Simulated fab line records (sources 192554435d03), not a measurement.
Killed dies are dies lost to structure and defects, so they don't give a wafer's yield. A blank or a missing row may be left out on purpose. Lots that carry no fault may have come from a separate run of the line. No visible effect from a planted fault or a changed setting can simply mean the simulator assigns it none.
Split-lot experiment -- flow n5-finfet -- 7 lots, 21 wafers read, on a route of 1938 steps

THE SPLIT ITSELF
At N5_HKMG_FIN_COAT_06 (resist thk 90 nm), the setting spin-rpm was moved away from the recipe's 1500 rpm on 8 of the 21 wafers read, by -11.0% to +9.3%. This setting was run at the recipe's value on the other wafers.

THE PATH FROM SPLIT TO READING: the file shows 1 step between them
- N5_HKMG_FIN_DEVELOP_11: develop time 30 s (also split here: develop-time-s)

THE READING
CAR-ArF_of_HKMG_FIN_COAT_06.thk-nm (the simulator's own value, which no gauge read), in nm, at N5_HKMG_FIN_DESCUM_17 (chemistry O2, time 7.9 s). There is no usual value for it anywhere in the file. The 13 wafers here that ran the recipe average 83.3 nm, standard deviation 0.29 nm.

wafer,"tool, chamber at the split","spin-rpm as run, rpm",against the recipe,"CAR-ArF_of_HKMG_FIN_COAT_06.thk-nm, nm",against lot-mates on the recipe
L074.1,"litho-track-03, 0",1500,recipe,83.2,-
L074.5,"litho-track-03, 0",1500,recipe,83.2,-
L074.3,"litho-track-03, 0",1640,+9.3%,79.2,-4.0
L077.3,"litho-track-03, 0",1500,recipe,83.2,-
L077.6,"litho-track-03, 0",1500,recipe,83.2,-
L077.4,"litho-track-03, 0",1500,recipe,82.8,-
L080.2,"litho-track-01, 0",1500,recipe,83.2,-
L080.4,"litho-track-01, 0",1500,recipe,83.6,-
L080.6,"litho-track-01, 0",1500,recipe,83.6,-
L082.1,"litho-track-03, 0",1500,recipe,83,-
L082.2,"litho-track-03, 0",1500,recipe,83.4,-
L082.6,"litho-track-03, 0",1417,-5.5%,85.8,+2.6
L084.2,"litho-track-04, 0",1354,-9.7%,87.8,no lot-mate on the recipe
L084.4,"litho-track-04, 0",1354,-9.7%,88.2,no lot-mate on the recipe
L084.6,"litho-track-04, 0",1354,-9.7%,88,no lot-mate on the recipe
L091.2,"litho-track-01, 0",1397,-6.9%,86.2,+2.4
L091.3,"litho-track-01, 0",1397,-6.9%,86.4,+2.6
L091.4,"litho-track-01, 0",1500,recipe,83.8,-
L094.1,"litho-track-04, 0",1500,recipe,83.8,-
L094.2,"litho-track-04, 0",1335,-11.0%,88.8,+5.2
L094.3,"litho-track-04, 0",1500,recipe,83.4,-

FIT RESULTS
A straight line over all 21 wafers: CAR-ArF_of_HKMG_FIN_COAT_06.thk-nm changes by -0.467 nm for each +1% of spin-rpm; r = -0.99; the points scatter about the line by 0.28 nm.
The same after taking each lot's own level away (the mean of its wafers on the recipe; 18 wafers): -0.431 nm for each +1%; r = -0.99; scatter 0.26 nm.
The reading moves by 4.7 nm for the largest change in spin-rpm, on that fit.
From 83.07 to 83.80 nm: that is the span of the lots' own levels, equal to 2.6 times the standard deviation above.
Consequently the slope shifts little with the lot-to-lot level, the two slopes agreeing.
Check: for one of the wafers moved furthest among these (-11.0%), held out of the fit, the line's prediction against its lot-mates is +4.45 nm. It came out at +5.2 nm against them.

THE OTHER SPLITS THESE WAFERS WENT THROUGH
Before the reading, these wafers also passed through other splits. Each is held against what the fit with the lots' levels taken away leaves over:
other split on the same wafers,wafers away from the commonest value,r with CAR-ArF_of_HKMG_FIN_COAT_06.thk-nm (lot level and that fit taken away)
N5_SDB_HM_DEP_00 time-s,5,-0.20
N5_HKMG_FIN_DEVELOP_11 develop-time-s,8,-0.28

THE WHOLE CHAIN: every reading that the file lists as answering this split, in the file's order
step,what it does,reading,change (the file's fit),r (the file's)
N5_HKMG_FIN_COAT_06,resist thk 90 nm,"CAR-ArF_of_HKMG_FIN_COAT_06.thk-nm (the simulator's own value, which no gauge read)",-0.457 nm for each +1% of the setting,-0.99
N5_HKMG_FIN_DEVELOP_11,develop time 30 s,"CAR-ArF_of_HKMG_FIN_COAT_06.thk-nm (the simulator's own value, which no gauge read)",-0.451 nm for each +1% of the setting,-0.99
N5_HKMG_FIN_DESCUM_17,"chemistry O2, time 7.9 s","CAR-ArF_of_HKMG_FIN_COAT_06.thk-nm (the simulator's own value, which no gauge read)",-0.441 nm for each +1% of the setting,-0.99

FILE'S OWN FIT
CAR-ArF_of_HKMG_FIN_COAT_06.thk-nm changes by -0.441 nm for each +1% of spin-rpm, r = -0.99.
